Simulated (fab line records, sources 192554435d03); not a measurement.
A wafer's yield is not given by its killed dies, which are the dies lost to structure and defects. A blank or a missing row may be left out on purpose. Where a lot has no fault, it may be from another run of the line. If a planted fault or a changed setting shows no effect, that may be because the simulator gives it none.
fab line records    flow n5Finfet
[record] lots = 4  wafers = 12  lastDay = 16
route steps=1938 shown BEOL_M4@1099 BEOL_M5@1112 PASSIVATION@1930
lots with no fault: from the same line, run without faults
startH: the number of hours between the record's first day and the start of the first shown wafer of the lot    waitH: time in hours since the lot's previous step    " repeats the value in the row above    L1.1+2: one row covering several wafers at once    - value missing, or start not given    * or withheld: withheld    < > ~ a bound
route shown NAME@n: names a module that has steps shown in the file, with the first one's number in the route    usual: mean/standard deviation of fault-free wafers    same: alike in all rows    chamber/n: place in a boat    sites: readings site by site    _std_site: standard deviation of those values    _edge_site: mean of outer sites minus mean of inner sites    radiusMm: for every site, how far away it sits from the centre of the wafer    mask NAME#n: copy n    behind: tool/chamber where the wafer was last shaped    hold: reason for holding the lot/hours on hold/outcome of the hold    device: whichever transistor did not switch (one of n, p or np)    end of line: the route-end tests of the same wafers    for a step that has no rows: nothing shown but its recipe    killed: the dies lost at the first sort to structure and to defects; this is not the yield of the wafer    map: per-die view of a wafer (x killed, . not killed, _ where there is no die)
set.NAME: the setting the step ran with; set.NAME@STEP: the setting that earlier step ran with    model.NAME: the simulator's own value behind a step, which no gauge read
a table for each step, a row for each wafer; lots at some steps of the route
services: when a tool's chamber went out of use (startH, in hours from the record's first day, below 0 if earlier), for how many hours, and the reason
[[steps]]
[step N5_BEOL_M4_ANNEAL_95]
[recipe] tempC = 400  timeS = 240  ambient = vacuum
[step N5_BEOL_M4_SPUTTER_96]
[recipe] material = Cu  targetThkA = 45  tempC = -20  chamberPressurePa = 0.07  powerW = withheld  timeS = 8.29
[step N5_BEOL_M4_ECD_50]
[recipe] material = Cu  targetThkA = 3000
[step N5_BEOL_M4_ANNEAL_51]
[recipe] tempC = 225  timeS = 90  ambient = N2
[step N5_BEOL_M4_CMP_52]
[recipe] stopOn = SiOC  tOverpolishS = 6.8  downForcePsi = 1  platenRpm = 50  clearingPlatenDownForcePsi = 1.5  clearingPlatenRpm = 50  postCmpClean = cuAlkaline  targetThkNm = 40  clearingPlatenPadVelocityMS = 0.99484  padVelocityMS = 0.99484
[step N5_BEOL_M4_PRE_CLEAN_60]
[recipe] gas = NH3/H2  timeS = 15  tempC = *  rfPowerW = 300
[step N5_BEOL_M4_CO_CAP_55]
[recipe] material = Co  targetThkA = 20  tempC = 200  precursor = CCTBA/H2  pressureTorr = 30  timeS = 102.1
[step N5_BEOL_M4_PRE_CLEAN_56]
[recipe] gas = NH3  timeS = 15  tempC = withheld  rfPowerW = 300
[step N5_BEOL_M4_DEP_57]
[recipe] material = SiCN  targetThkA = 80  tempC = withheld  precursor = 3MS/NH3  pressureTorr = 3  rfW = 202  timeS = 14
[step N5_BEOL_M4_RC_MEAS_101]
[usual] DIBL_N = 36.1/2  DIBL_P = 36.3/2.4  IOFF_N = 0.15/0.035  IOFF_P = 0.21/0.039  ION_N = 672/15  ION_P = 463/9.7  SS_N = 71.5/0.7  SS_P = 73.2/0.75  VT_N = 251/3.6  VT_P = -250/3.8
lot.wafer  tool       chamber  startH  waitH  DIBL_N[mV/V]  DIBL_P[mV/V]  IOFF_N[nA/um]  IOFF_P[nA/um]  ION_N[uA/um]  ION_P[uA/um]  SS_N[mV/dec]  SS_P[mV/dec]  VT_N[mV]  VT_P[mV]
L630.1     prober-02  0        206.40  0.0    36.7          37.1          0.15           0.19           663           453           71.9          73.7          251       -254
L630.2     "          0        "       "      37.2          37.9          0.16           0.20           680           461           71.2          74.1          251       -251
L630.5     "          0        "       "      35.5          34.0          0.12           0.15           641           444           70.8          72.2          257       -255
L631.1     prober-01  0        214.21  0.5    38.2          39.3          0.22           0.26           686           465           72.3          73.7          244       -246
L631.2     "          0        "       "      33.8          33.7          0.13           0.19           679           464           71.3          72.3          251       -248
L631.5     "          0        "       "      34.5          35.1          0.15           0.20           671           459           71.5          73.7          248       -248
L632.4     prober-02  0        215.01  0.7    37.8          37.5          0.16           0.19           674           456           72.5          73.3          252       -255
L632.5     "          0        "       "      34.7          34.8          0.11           0.16           654           455           71.4          73.0          255       -255
L632.6     "          0        "       "      37.2          37.5          0.16           0.19           692           467           71.8          73.2          250       -254
L642.1     prober-02  0        284.39  0.0    36.1          35.6          0.13           0.18           652           458           71.1          73.5          256       -253
L642.3     "          0        "       "      39.0          39.6          0.20           0.26           683           470           71.3          74.1          247       -252
L642.5     "          0        "       "      38.8          40.2          0.18           0.25           683           464           72.2          74.4          250       -250
[step N5_BEOL_M5_ILD_DEP_00]
[recipe] material = SiCOH_lowk  targetThkA = 1406.4  tempC = 300  precursor = DEMS/porogen  pressureTorr = 5  rfW = 500  timeS = 25.9
[step N5_BEOL_M5_CURE_79]
[recipe] tempC = 385  timeS = 240  ambient = He/Ar  material = SiCOH_lowk
[step N5_BEOL_M5_PECVD_70]
[recipe] material = SiO2  targetThkA = 160  tempC = 400  precursor = TEOS/O2  pressureTorr = 5.5  rfW = 450  teosFlowSccm = 53.8  gas = O2  flowSccm = 3000  timeS = 18
[step N5_BEOL_M5_HM_DEP_02]
[recipe] material = TiN  targetThkA = 200  tempC = 25  chamberPressurePa = 0.49996
[step N5_BEOL_M5_COAT_59]
[recipe] resist = SOC  tempC = 250  timeS = 60  spinRpm = 1500  resistThkNm = 60
[step N5_BEOL_M5_COAT_60]
[recipe] resist = SiARC  tempC = 220  timeS = 60  spinRpm = 1500  resistThkNm = 12
[step N5_BEOL_M5_COAT_71]
[recipe] resist = underlayer  tempC = 205  timeS = 60  spinRpm = 1500  resistThkNm = 5
[step N5_BEOL_M5_COAT_05]
[recipe] resist = CAR-EUV  spinRpm = 1500  resistThkNm = 30
[step N5_BEOL_M5_EBR_07]
[recipe] solvent = PGMEA  ebrWidthMm = 1.5
[step N5_BEOL_M5_SOFTBAKE_06]
[recipe] tempC = 110  timeS = 60  resist = CAR-EUV
[step N5_BEOL_M5_EXPOSE_08]
[recipe] maskId = M5  na = 0.33  sourceShape = annular  sigmaInner = 0.4  sigmaOuter = 0.8  polarization = unpolarized  targetCdNm = 28  doseMj = 35.75
[step N5_BEOL_M5_PEB_09]
[recipe] pebTempC = 100  pebTimeS = 60  resist = CAR-EUV
[step N5_BEOL_M5_DEVELOP_10]
[recipe] developTimeS = 30  developer = TMAH  resist = CAR-EUV  rinseLiquid = surfactantRinse  dry = airSpin  devTempC = 23
[step N5_BEOL_M5_DESCUM_16]
[recipe] chemistry = O2  timeS = 7  sourcePowerW = 50  biasPowerW = 20  pressureMtorr = 20  rfFrequencyHz = 2.712e+07  tempC = 40  resist = CAR-EUV  o2FlowSccm = 225
[step N5_BEOL_M5_ETCH_72]
[recipe] chemistry = N2/H2  target = underlayer  targetDepthA = 65  maskMaterial = CAR-EUV  timeS = 5.2  ionEnergyEv = 200  pressureMtorr = 30  sourceW = 840  biasW = 150  n2FlowSccm = 200  h2FlowSccm = 200  ends = cleared
[step N5_BEOL_M5_ETCH_61]
[recipe] chemistry = CF4  target = SiARC  targetDepthA = 156  maskMaterial = CAR-EUV  timeS = 26  ionEnergyEv = 80  pressureMtorr = 40  sourceW = 545  biasW = 36  Ar_flow_sccm = 100  cf4FlowSccm = 100  ends = cleared
[step N5_BEOL_M5_ETCH_62]
[recipe] chemistry = N2/H2  target = SOC  targetDepthA = 750  overetchA = 150  maskMaterial = SiARC  tempC = 40  timeS = 112.5  ionEnergyEv = 200  pressureMtorr = 30  sourceW = 840  biasW = 150  n2FlowSccm = 200  h2FlowSccm = 200
[step N5_BEOL_M5_STRIP_63]
[recipe] chemistry = N2/H2  tempC = 40  n2FlowSccm = 200  h2FlowSccm = 200  rfFrequencyHz = 6e+07
[step N5_BEOL_M5_STRIP_73]
[recipe] chemistry = N2/H2  tempC = 40  n2FlowSccm = 200  h2FlowSccm = 200  rfFrequencyHz = 6e+07
[step N5_BEOL_M5_STRIP_64]
[recipe] chemistry = CF4  resist = SiARC  powerW = 300  biasPowerW = 75  pressureMtorr = 50  cf4FlowSccm = 150  rfFrequencyHz = 6e+07
[step N5_BEOL_M5_HM_OPEN_17]
[recipe] chemistry = Cl2/BCl3  targetDepthA = 200  overetchA = 60  target = TiN  maskMaterial = SOC  ionEnergyEv = 150  pressureMtorr = 10  icpW = 1000  biasW = 126  Cl2_flow_sccm = 53.25  bcl3FlowSccm = 21.75  Ar_flow_sccm = 25
[step N5_BEOL_M5_STRIP_19]
[recipe] chemistry = O2  powerW = 400  tempC = 40  pressureMtorr = 30  rfFrequencyHz = 6e+07  biasPowerW = 0  overashFraction = 0.2  o2FlowSccm = 225
[step N5_BEOL_M5_COAT_65]
[recipe] resist = SOC  tempC = 250  timeS = 60  spinRpm = 1500  resistThkNm = 60
[step N5_BEOL_M5_COAT_66]
[recipe] resist = SiARC  tempC = 220  timeS = 60  spinRpm = 1500  resistThkNm = 12
[step N5_PASSIVATION_ETCH_54]
[recipe] chemistry = CHF3/O2  target = SiO2  targetDepthA = 8800  CHF3_flow_sccm = 50  O2_flow_sccm = 5  Ar_flow_sccm = 200  timeS = 440  maskMaterial = PR  pressureMtorr = 30  sourceW = 650  biasW = 170  ionEnergyEv = 200
[usual] CHF3_flow_sccm = 50.04/0.15  O2_flow_sccm = 4.999/0.015  drypumpMotorCurrentA = 5.5/0.38  oesProductAu = 0.79/0.074  rfFwdPowerW = 648.8/2.1  rfVppV = 533/20  showerheadPlenumPTorr = 2.40/0.094  throttleValvePct = 18.79/0.25  timeS = 440/0
lot.wafer  tool        chamber  startH  waitH  CHF3_flow_sccm  O2_flow_sccm  drypumpMotorCurrentA  oesProductAu  rfFwdPowerW  rfHoursCounterH  rfVppV  showerheadPlenumPTorr  throttleValvePct  timeS
L632.4     rieDiel-04  0        310.72  0.1    -               -             -                     -             -            -                -       -                      -                 -
L632.5     "           2        "       "      -               -             -                     -             -            -                -       -                      -                 -
L632.6     "           1        "       "      -               -             -                     -             -            -                -       -                      -                 -
L630.1     rieDiel-05  0        311.17  0.1    -               -             -                     -             -            -                -       -                      -                 -
L630.2     "           2        "       "      -               -             -                     -             -            -                -       -                      -                 -
L630.5     "           1        "       "      -               -             -                     -             -            -                -       -                      -                 -
L631.1     rieDiel-01  3        314.79  0.1    50.41           4.994         5.9                   0.68          652.7        242              562     2.47                   18.96             440
L631.2     "           2        "       "      50.01           4.967         5.4                   0.79          653.2        117              554     2.43                   18.80             440
L631.5     "           1        "       "      50.10           4.993         5.2                   0.71          646.0        -                515     2.38                   18.95             440
L642.1     rieDiel-05  1        384.63  0.1    49.99           4.997         5.6                   0.73          650.4        151              522     2.32                   18.75             440
L642.3     "           0        "       "      50.02           4.975         4.8                   0.93          646.3        11               520     2.55                   18.54             440
L642.5     "           1        "       "      50.09           4.981         5.6                   0.73          649.9        -                521     2.32                   18.75             440
[step N5_PASSIVATION_PROBE_49]
[usual] defectLimitedYield = 91.1/1.6  killed_at_M0_to_M3 = 35/11  killed_at_M4_up = 13/5.4  killedAtContacts = 13/6.5  killedAtFrontEnd = 40/14  killedAtOther = 4/3.1  killedDies = 105/18  killedOnRim = 14/4.1  killedOpen = 69/14  killedShort = 34/7.3  sort_bin_5_function = 5.2/0.96  sort_bin_6_memory = 3.4/0.77  sort_bin_8_speed = 0.02/0.13  sortNPass = 1075/19  sortYieldPct = 91.1/1.6
[same] grossDies = 1180  killedAtBackSide = 0  sort_bin_4_leakage[%] = 0
lot.wafer  tool       chamber  startH  waitH  defectLimitedYield[%]  killed_at_M0_to_M3  killed_at_M4_up  killedAtContacts  killedAtFrontEnd  killedAtOther  killedDies  killedOnRim  killedOpen  killedShort  sort_bin_5_function[%]  sort_bin_6_memory[%]  sort_bin_8_speed[%]  sortNPass  sortYieldPct[%]
L632.4     prober-02  -        313.66  0.2    0                      34                  5                11                33                1097           1180        152          62          26           96.6                    3.0                   0                    0          0
L632.5     prober-02  -        313.71  0.2    0                      35                  6                14                40                1085           1180        152          68          32           96.1                    3.6                   0                    0          0
L632.6     prober-02  -        313.76  0.3    0                      26                  8                12                74                1060           1180        152          91          35           95.9                    3.6                   0                    0          0
L630.1     prober-02  -        313.95  0.0    0                      45                  13               12                15                1095           1180        152          58          29           97.2                    2.7                   0                    0          0
L630.2     prober-02  -        314.00  0.1    0                      60                  11               30                32                1047           1180        152          94          41           94.3                    5.0                   0                    0          0
L630.5     prober-02  -        314.15  0.2    0                      37                  21               11                43                1068           1180        152          79          36           96.4                    3.4                   0                    0          0
L631.1     prober-02  -        317.57  0.0    92.1                   28                  21               10                32                2              93          15           55          35           4.4                     2.8                   0.08                 1087       92.1
L631.2     prober-02  -        317.62  0.1    90.4                   34                  23               23                31                2              113         16           86          26           6.2                     3.2                   0                    1067       90.4
L631.5     prober-02  -        317.77  0.2    91.7                   21                  9                20                43                5              98          12           71          26           4.2                     3.6                   0                    1082       91.7
L642.1     prober-02  -        387.41  0.0    91.4                   30                  11               18                32                10             101         10           65          31           5.0                     3.2                   0                    1079       91.4
L642.3     prober-02  -        387.51  0.1    90.5                   42                  9                9                 43                9              112         14           72          37           5.8                     3.5                   0                    1068       90.5
L642.5     prober-02  -        387.61  0.2    90.3                   37                  12               10                45                11             115         14           70          43           5.5                     3.8                   0                    1065       90.3
// killed by level:class
L632.4 PASSIVATION:areaEtch=1089 BEOL_M1:geometricParticle:open=10 MOL_CONTACT_COAG:geometricParticle:open=10 BEOL_M0_SAQP:geometricParticle:open=7 FIN_SAQP:geometricParticle:open=6 STI_FIN_REVEAL:geometricParticle:open=6 BEOL_M0_SAQP:geometricParticle:short=6 FIN_SAQP:geometricParticle:short=5
L632.5 PASSIVATION:areaEtch=1079 FIN_SAQP:geometricParticle:open=12 MOL_CONTACT_COAG:geometricParticle:open=9 BEOL_M1:geometricParticle:open=9 BEOL_M3:geometricParticle:open=8 STI_FIN_REVEAL:geometricParticle:open=7 FIN_SAQP:geometricParticle:short=6 MOL_CONTACT_COAG:geometricParticle:short=5
L632.6 PASSIVATION:areaEtch=1053 FIN_SAQP:geometricParticle:open=25 STI_FIN_REVEAL:geometricParticle:open=13 FIN_SAQP:geometricParticle:short=11 MOL_CONTACT_COAG:geometricParticle:open=10 BEOL_M3:geometricParticle:open=8 BEOL_M1:geometricParticle:open=7 GATE_CUT:geometricParticle:open=6
L630.1 PASSIVATION:areaEtch=1090 BEOL_M2:geometricParticle:open=21 MOL_CONTACT_COAG:geometricParticle:open=6 MOL_CONTACT_COAG:geometricParticle:short=6 BEOL_M1:geometricParticle:open=6 BEOL_M3:geometricParticle:open=5 BEOL_M0_SAQP:geometricParticle:short=4 FIN_SAQP:geometricParticle:open=3
L630.2 PASSIVATION:areaEtch=1043 MOL_CONTACT_COAG:geometricParticle:open=24 BEOL_M3:geometricParticle:open=13 STI_FIN_REVEAL:geometricParticle:open=12 BEOL_M2:geometricParticle:open=12 BEOL_M1:geometricParticle:open=11 BEOL_M1:geometricParticle:short=10 MOL_CONTACT_COAG:geometricParticle:short=6
L630.5 PASSIVATION:areaEtch=1065 STI_FIN_REVEAL:geometricParticle:open=18 BEOL_M2:geometricParticle:open=12 BEOL_M4:geometricParticle:open=10 GATE_CUT:geometricParticle:short=8 MOL_CONTACT_COAG:geometricParticle:open=7 BEOL_M0_SAQP:geometricParticle:short=7 GATE_CUT:geometricParticle:open=6
L631.1 MOL_CONTACT_COAG:geometricParticle:open=9 BEOL_M0_SAQP:geometricParticle:open=8 BEOL_M4:geometricParticle:short=7 FIN_SAQP:geometricParticle:open=6 BEOL_M0_SAQP:geometricParticle:short=6 BEOL_M3:geometricParticle:open=5 FIN_SAQP:geometricParticle:short=3 DUMMY_GATE:geometricParticle:open=3
L631.2 MOL_CONTACT_COAG:geometricParticle:open=18 BEOL_M2:geometricParticle:open=16 DUMMY_GATE:geometricParticle:open=9 FIN_SAQP:geometricParticle:open=8 BEOL_M3:geometricParticle:open=7 FIN_SAQP:geometricParticle:short=5 MOL_CONTACT_COAG:geometricParticle:short=5 BEOL_M8:geometricParticle:open=5
L631.5 MOL_CONTACT_COAG:geometricParticle:open=18 BEOL_M3:geometricParticle:open=8 FIN_SAQP:geometricParticle:short=7 GATE_CUT:geometricParticle:open=7 FIN_SAQP:geometricParticle:open=5 DUMMY_GATE:geometricParticle:open=5 BEOL_M1:geometricParticle:open=5 GATE_CUT:geometricParticle:short=4
L642.1 MOL_CONTACT_COAG:geometricParticle:open=13 FIN_SAQP:geometricParticle:open=7 BEOL_M0_SAQP:geometricParticle:short=7 STI_FIN_REVEAL:geometricParticle:open=6 BEOL_M3:geometricParticle:open=6 BEOL_M4:geometricParticle:open=6 FIN_SAQP:geometricParticle:short=5 MOL_CONTACT_COAG:geometricParticle:short=5
L642.3 BEOL_M0_SAQP:geometricParticle:short=14 BEOL_M0_SAQP:geometricParticle:open=12 FIN_SAQP:geometricParticle:open=11 FIN_SAQP:geometricParticle:short=8 STI_FIN_REVEAL:geometricParticle:open=8 MOL_CONTACT_COAG:geometricParticle:open=8 BEOL_M4:geometricParticle:open=7 BEOL_M2:geometricParticle:open=5
L642.5 BEOL_M3:geometricParticle:open=8 MOL_CONTACT_COAG:geometricParticle:open=8 FIN_SAQP:geometricParticle:open=7 BEOL_M2:geometricParticle:open=7 FIN_SAQP:geometricParticle:short=6 STI_FIN_REVEAL:geometricParticle:open=6 DUMMY_GATE:geometricParticle:open=6 BEOL_M0_SAQP:geometricParticle:short=5
// map L630.1 (x killed, . not)
_________________xxxxxxxxxxxx________________
______________xxxxxxxxxxxxxxxxxx_____________
___________xxxxxxxxxxxxxxxxxxxxxxxx__________
__________xxxxxxxxxxxxxxxxxxxxxxxxxx_________
________xxxxxxxxxxxxxxxxxxxxxxxxxxxxxx_______
_______xxxxxxxxxxxxxxxxxxxxxxxxxxxxxxxx______
______xxxxxxxxxxxxxxxxxxxxxxxxxxxxxxxxxx_____
_____xxxxxxxxxxxxxxxxxxxxxxxxxxxxxxxxxxxx____
____xxxxxxxxxxxxxxxxxxxxxxxxxxxxxxxxxxxxxx___
___xxxxxxxxxxxxxxxxxxxxxxxxxxxxxxxxxxxxxxxx__
___xxxxxxxxxxxxxxxxxxxxxxxxxxxxxxxxxxxxxxxx__
__xxxxxxxxxxxxxxxxxxxxxxxxxxxxxxxxxxxxxxxxxx_
__xxxxxxxxxxxxxxxxxxxxxxxxxxxxxxxxxxxxxxxxxx_
_xxxxxxxxxxxxxxxxxxxxxxxxxxxxxxxxxxxxxxxxxxxx
_xxxxxxxxxxxxxxxxxxxxxxxxxxxxxxxxxxxxxxxxxxxx
_xxxxxxxxxxxxxxxxxxxxxxxxxxxxxxxxxxxxxxxxxxxx
_xxxxxxxxxxxxxxxxxxxxxxxxxxxxxxxxxxxxxxxxxxxx
_xxxxxxxxxxxxxxxxxxxxxxxxxxxxxxxxxxxxxxxxxxxx
_xxxxxxxxxxxxxxxxxxxxxxxxxxxxxxxxxxxxxxxxxxxx
_xxxxxxxxxxxxxxxxxxxxxxxxxxxxxxxxxxxxxxxxxxxx
_xxxxxxxxxxxxxxxxxxxxxxxxxxxxxxxxxxxxxxxxxxxx
__xxxxxxxxxxxxxxxxxxxxxxxxxxxxxxxxxxxxxxxxxx_
__xxxxxxxxxxxxxxxxxxxxxxxxxxxxxxxxxxxxxxxxxx_
___xxxxxxxxxxxxxxxxxxxxxxxxxxxxxxxxxxxxxxxx__
___xxxxxxxxxxxxxxxxxxxxxxxxxxxxxxxxxxxxxxxx__
____xxxxxxxxxxxxxxxxxxxxxxxxxxxxxxxxxxxxxx___
_____xxxxxxxxxxxxxxxxxxxxxxxxxxxxxxxxxxxx____
______xxxxxxxxxxxxxxxxxxxxxxxxxxxxxxxxxx_____
_______xxxxxxxxxxxxxxxxxxxxxxxxxxxxxxxx______
________xxxxxxxxxxxxxxxxxxxxxxxxxxxxxx_______
__________xxxxxxxxxxxxxxxxxxxxxxxxxx_________
___________xxxxxxxxxxxxxxxxxxxxxxxx__________
______________xxxxxxxxxxxxxxxxxx_____________
_________________xxxxxxxxxxxx________________
// map L632.4 (x killed, . not)
_________________xxxxxxxxxxxx________________
______________xxxxxxxxxxxxxxxxxx_____________
___________xxxxxxxxxxxxxxxxxxxxxxxx__________
__________xxxxxxxxxxxxxxxxxxxxxxxxxx_________
________xxxxxxxxxxxxxxxxxxxxxxxxxxxxxx_______
_______xxxxxxxxxxxxxxxxxxxxxxxxxxxxxxxx______
______xxxxxxxxxxxxxxxxxxxxxxxxxxxxxxxxxx_____
_____xxxxxxxxxxxxxxxxxxxxxxxxxxxxxxxxxxxx____
____xxxxxxxxxxxxxxxxxxxxxxxxxxxxxxxxxxxxxx___
___xxxxxxxxxxxxxxxxxxxxxxxxxxxxxxxxxxxxxxxx__
___xxxxxxxxxxxxxxxxxxxxxxxxxxxxxxxxxxxxxxxx__
__xxxxxxxxxxxxxxxxxxxxxxxxxxxxxxxxxxxxxxxxxx_
__xxxxxxxxxxxxxxxxxxxxxxxxxxxxxxxxxxxxxxxxxx_
_xxxxxxxxxxxxxxxxxxxxxxxxxxxxxxxxxxxxxxxxxxxx
_xxxxxxxxxxxxxxxxxxxxxxxxxxxxxxxxxxxxxxxxxxxx
_xxxxxxxxxxxxxxxxxxxxxxxxxxxxxxxxxxxxxxxxxxxx
_xxxxxxxxxxxxxxxxxxxxxxxxxxxxxxxxxxxxxxxxxxxx
_xxxxxxxxxxxxxxxxxxxxxxxxxxxxxxxxxxxxxxxxxxxx
_xxxxxxxxxxxxxxxxxxxxxxxxxxxxxxxxxxxxxxxxxxxx
_xxxxxxxxxxxxxxxxxxxxxxxxxxxxxxxxxxxxxxxxxxxx
_xxxxxxxxxxxxxxxxxxxxxxxxxxxxxxxxxxxxxxxxxxxx
__xxxxxxxxxxxxxxxxxxxxxxxxxxxxxxxxxxxxxxxxxx_
__xxxxxxxxxxxxxxxxxxxxxxxxxxxxxxxxxxxxxxxxxx_
___xxxxxxxxxxxxxxxxxxxxxxxxxxxxxxxxxxxxxxxx__
___xxxxxxxxxxxxxxxxxxxxxxxxxxxxxxxxxxxxxxxx__
____xxxxxxxxxxxxxxxxxxxxxxxxxxxxxxxxxxxxxx___
_____xxxxxxxxxxxxxxxxxxxxxxxxxxxxxxxxxxxx____
______xxxxxxxxxxxxxxxxxxxxxxxxxxxxxxxxxx_____
_______xxxxxxxxxxxxxxxxxxxxxxxxxxxxxxxx______
________xxxxxxxxxxxxxxxxxxxxxxxxxxxxxx_______
__________xxxxxxxxxxxxxxxxxxxxxxxxxx_________
___________xxxxxxxxxxxxxxxxxxxxxxxx__________
______________xxxxxxxxxxxxxxxxxx_____________
_________________xxxxxxxxxxxx________________
[[services]]
tool        chamber  startH  hours  kind
rieDiel-01  1        286.84  1.3    repair
rieDiel-05  3        295.88  15.1   repair
rieDiel-01  0        311.92  8.4    repair
rieDiel-05  0        314.81  2.2    repair
rieDiel-01  3        337.19  -      clean
rieDiel-01  3        337.19  -      consumableReplace:focusRing
rieDiel-01  3        337.19  15.0   scheduledDown
rieDiel-01  3        337.19  15.0   ventCycle
rieDiel-05  0        342.27  -      clean
rieDiel-05  0        342.27  -      consumableReplace:focusRing
rieDiel-05  0        342.27  -      consumableReplace:showerhead
rieDiel-05  0        342.27  16.1   scheduledDown
rieDiel-05  0        342.27  16.1   ventCycle
[[key]]
[firstSign] step = N5_PASSIVATION_ETCH_54  reading = toolRecord  direction = missing
[effect] step = N5_PASSIVATION_PROBE_49  reading = killedAtOther  direction = up  sigmas = 99+  usual = 4  struck = 1075
[moreKillsBornAt] N5_PASSIVATION_ETCH_54@rieDiel-04 = 3221  N5_PASSIVATION_ETCH_54@rieDiel-05 = 3198
metAt N5_PASSIVATION_ETCH_54
struckWafers L630.1,L630.2,L630.5,L632.4,L632.5,L632.6
laterRowsLeftOut L630.1,L630.2,L630.5,L632.4,L632.5,L632.6
[fault] kind = skippedStepWhole  tool = rieDiel-04,rieDiel-05  chamber = -  onsetH = 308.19  steps = N5_PASSIVATION_ETCH_54  scope = struckLotsOnly
// laterRowsLeftOut: the simulator's readings of these wafers behind a module that went badly wrong aren't trusted and aren't shown, but for the sort
